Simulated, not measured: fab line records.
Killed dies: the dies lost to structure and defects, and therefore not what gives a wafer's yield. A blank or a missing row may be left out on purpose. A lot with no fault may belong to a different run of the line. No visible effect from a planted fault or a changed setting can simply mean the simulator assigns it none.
Matching of chambers | flow n5-finfet | rie-si-06 running N5_FIN_SAQP_ETCH_65: 4 sister chambers
The step etches SiO2 in CF4, target depth 4 nm, time 4.4 s. 4 wafers are shown with their chamber, then 8 later ones without.

WAFERS WITH THEIR CHAMBER
wafer  | chamber | throttle-valve-pct (%)
L080.4 | 0       | 21.97
L086.4 | 1       | 22.08
L086.5 | 2       | 21.74
L093.1 | 3       | 21.45

WAFERS MISSING THEIR CHAMBER
wafer  | throttle-valve-pct (%)
L093.3 | 21.97
L093.5 | 21.49
L094.1 | 21.75
L094.2 | 21.97
L094.4 | 21.47
L096.2 | 21.98
L096.3 | 21.47
L096.5 | 22.07

EACH ONE'S CHAMBER
wafer  | from the rows above | in truth
L093.3 | 0                   | 0
L093.5 | 3                   | 3
L094.1 | 2                   | 2
L094.2 | 0                   | 0
L094.4 | 3                   | 3
L096.2 | 0                   | 0
L096.3 | 3                   | 3
L096.5 | 1                   | 1
8 of 8 placed correctly. Not placeable from these rows: 0. Wrongly placed: 0.
How it was worked out, from the rows above alone: a wafer's distance from a chamber is the root of the sum, over the readings, of the square of ((its reading less the chamber's mean) divided by the reading's scatter). If the next closest chamber is less than 2 further off than the closest, the wafer can't be placed; otherwise it belongs to the closest. The mean given for a chamber averages the wafers shown for that chamber. The scatter: with one shown wafer a chamber, the root of the mean of the squares of how far each hidden wafer lies from its nearest shown one.
